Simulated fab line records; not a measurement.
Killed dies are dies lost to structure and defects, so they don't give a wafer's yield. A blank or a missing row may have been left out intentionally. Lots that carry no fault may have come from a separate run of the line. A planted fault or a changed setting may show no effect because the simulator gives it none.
Chamber matching ; flow nandHarc ; NHARC_P_M1_STRIP_18 on rieDiel-10 has 4 sister chambers
The step strips in N2/H2. 24 wafers are shown with their chamber, then 12 later ones without.

== WAFERS WITH THEIR CHAMBER ==
wafer;chamber;drypumpMotorCurrentA (A);oesProductAu (a.u.);rfVppV (V)
L075.1;2;5.3;0.982;91.9
L075.2;3;6.1;1.010;88.9
L075.4;0;6.3;1.002;91.5
L076.1;3;6.1;1.000;89.6
L076.5;3;6.0;0.999;89.3
L076.6;2;5.3;0.986;90.7
L077.1;2;5.3;0.997;89.2
L077.3;0;6.3;1.007;91.0
L077.6;0;6.3;0.998;91.1
L079.1;2;5.3;0.997;91.3
L079.4;2;5.3;0.990;91.5
L079.6;3;6.1;1.005;91.1
L078.3;1;5.9;0.991;91.9
L078.4;2;5.3;0.993;91.6
L078.5;2;5.3;0.994;90.7
L082.2;2;5.3;0.994;91.1
L082.3;1;5.9;0.976;91.2
L082.5;3;6.1;0.995;92.3
L083.2;2;5.3;1.000;92.3
L083.3;3;6.0;1.008;91.1
L083.5;0;6.3;1.006;92.1
L084.1;2;5.3;0.993;90.4
L084.4;3;6.1;0.999;90.5
L084.6;3;6.1;0.986;92.8

SIGNATURES, as means of the wafers listed above
reading;chamber 0;chamber 1;chamber 2;chamber 3;scatter within a chamber
drypumpMotorCurrentA;6.300;5.900;5.300;6.075;0.0274
oesProductAu;1.00325;0.98350;0.99260;1.00025;0.00646
rfVppV;91.425;91.550;91.070;90.700;1.04
Rule: for a wafer and a chamber, the distance is found by dividing, reading by reading, the gap between the wafer's reading and the chamber's mean by the reading's scatter, squaring, summing and taking the root. If the next closest chamber is less than 2 further off than the closest, the wafer can't be placed; otherwise it belongs to the closest. How the scatter is found: for the shown wafers, subtract from each reading the mean of its chamber, square and add these, divide the total by (wafers less chambers), then take the root.

== WAFERS WITHOUT THEIR CHAMBER ==
wafer;drypumpMotorCurrentA (A);oesProductAu (a.u.);rfVppV (V)
L090.1;6.3;1.000;91.4
L090.2;5.3;0.984;91.9
L090.6;5.3;0.982;91.1
L095.1;6.1;0.990;92.4
L095.2;5.3;0.982;91.5
L095.4;5.9;0.981;89.4
L096.3;5.9;0.983;90.4
L096.5;6.4;1.013;91.7
L096.6;6.0;0.986;91.5
L097.1;5.9;0.982;90.3
L097.5;6.0;0.997;90.8
L097.6;6.3;1.007;92.1

== THE CHAMBER EACH PASSED THROUGH ==
wafer;from the rows above;in truth
L090.1;0;0
L090.2;2;2
L090.6;2;2
L095.1;3;3
L095.2;2;2
L095.4;1;1
L096.3;1;1
L096.5;0;0
L096.6;can't be placed: 3 or 1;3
L097.1;1;1
L097.5;can't be placed: 3 or 1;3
L097.6;0;0
Correct placement for 10 of the 12. Can't be placed from these rows: 2 (the true chamber is among the candidates in 2). 0 placed wrongly.
